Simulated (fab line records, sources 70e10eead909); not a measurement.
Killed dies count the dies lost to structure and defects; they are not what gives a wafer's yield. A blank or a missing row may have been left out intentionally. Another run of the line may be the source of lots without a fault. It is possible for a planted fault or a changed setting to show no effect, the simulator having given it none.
Problem report, 8D (eight disciplines) form, completed by code / flow nandHarc / the parts of the form that need people (team, actions taken, sign-off) are left out

1. THE PROBLEM
thkNm at NHARC_A_ONON_D1_THK_MEAS_02 reads a mean of 763 nm on 2 wafers of 1 lot; wafers without a fault read 999 nm with a standard deviation of 8.4. That is -28 standard deviations from the usual mean.
The step: measures by ellipsometry.
First observed at day 11 14:56: wafer L262.1, on filmMetro-01. At this step, 39 wafers from 13 lots have a number in the record. The rule behind "out" and "out of limits": a value lying over 4 standard deviations away from the usual mean. All remaining wafers that have a number are taken as sound.

2. WHAT THIS IS AND IS NOT
question=which readings at this step | is=thkNm | is not=-
question=which lots | is=L262 | is not=L247, L249, L251, L252, L254, L255, L256, L259, L260, L261, L268, L269
question=which wafers of those lots | is=L262.1, L262.4 | is not=L262.5
question=read on which gauges | is=filmMetro-01 | is not=filmMetro-02
question=when | is=from day 11 14:56 | is not=up to then (31 sound wafers); but 6 sound wafers of L268, L269 came after

3. THE SUSPECTS, EACH WITH WHAT RULES IT OUT
Counting: if a tool at a process step up to the reading ran every lot that is out, it stays a suspect. Sound lots after the first of them don't rule it out here, since some wafers of a struck lot are sound.
- ruled out: the gauge at NHARC_A_ONON_D1_THK_MEAS_02. All the wafers that are out were read on filmMetro-01, but those of them that NHARC_END_SORT_01 has rows for are out there too, on other tools.
- rtpAnneal-02 at NHARC_P_BONDPAD_ANNEAL_28 (time 90 s): kept. The lot that is out, L262, ran on it at day 10 14:25; the last sound lot it ran before that was L261, at day 10 09:56.
- rieSi-02 at NHARC_A_ZERO_WELL_ETCH_13 (etches the open film in HBr/Cl2, target depth 120 nm, time 40.1 s): kept. The lot that is out, L262, ran on it at day 10 17:02; the last sound lot it ran before that was L260, at day 9 16:30.
- pecvdOnon-02 at NHARC_A_ONON_D1_DEP_00 (target thk 1000 nm): kept. The lot that is out, L262, ran on it at day 11 14:25; the last sound lot it ran before that was L256, at day 9 19:03.
- Within rieSi-02 at NHARC_A_ZERO_WELL_ETCH_13: the wafers that are out ran in chambers 1, 2; their sound lot-mates ran in chamber 0.
Still standing after the count: rtpAnneal-02 at NHARC_P_BONDPAD_ANNEAL_28, rieSi-02 at NHARC_A_ZERO_WELL_ETCH_13, pecvdOnon-02 at NHARC_A_ONON_D1_DEP_00.

4. THE CAUSE (what the simulator had put in)
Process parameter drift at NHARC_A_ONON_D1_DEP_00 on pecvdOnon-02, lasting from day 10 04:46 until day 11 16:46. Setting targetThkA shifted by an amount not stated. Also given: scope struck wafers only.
Counting left 3 suspects, and this tool is among them.

5. THE EFFECT CHAIN, in route order
Each row: a reading whose mean over the struck wafers that have a number lies more than 3 standard deviations from the usual. Readings are gone through only where the record gives a usual standard deviation; hours: the median, over the lots, of the time from a lot's start at the first step in this table giving one to that lot's start at this step; sigmas: the change measured in usual standard deviations.
hours=0; step=NHARC_A_ONON_D1_THK_MEAS_02; reading=thkNm; usual=999 nm; on struck wafers=763; change=-236; sigmas=-28
hours=279; step=NHARC_END_SORT_01; reading=killedAtArray; usual=28; on struck wafers=673; change=+645; sigmas=+59
hours=279; step=NHARC_END_SORT_01; reading=killedDies; usual=32; on struck wafers=677; change=+645; sigmas=+59

6. WHAT WOULD HAVE CAUGHT IT SOONER
Counted from the fault's start at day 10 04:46, it took 34 hours until the first out-of-limits reading at a measuring or inspecting step in this record, taken at day 11 14:56.
All the lots that are out (1) had begun NHARC_A_ONON_D1_DEP_00 on pecvdOnon-02 by day 11 14:56. A hold on the tool at that time would have spared none of them.
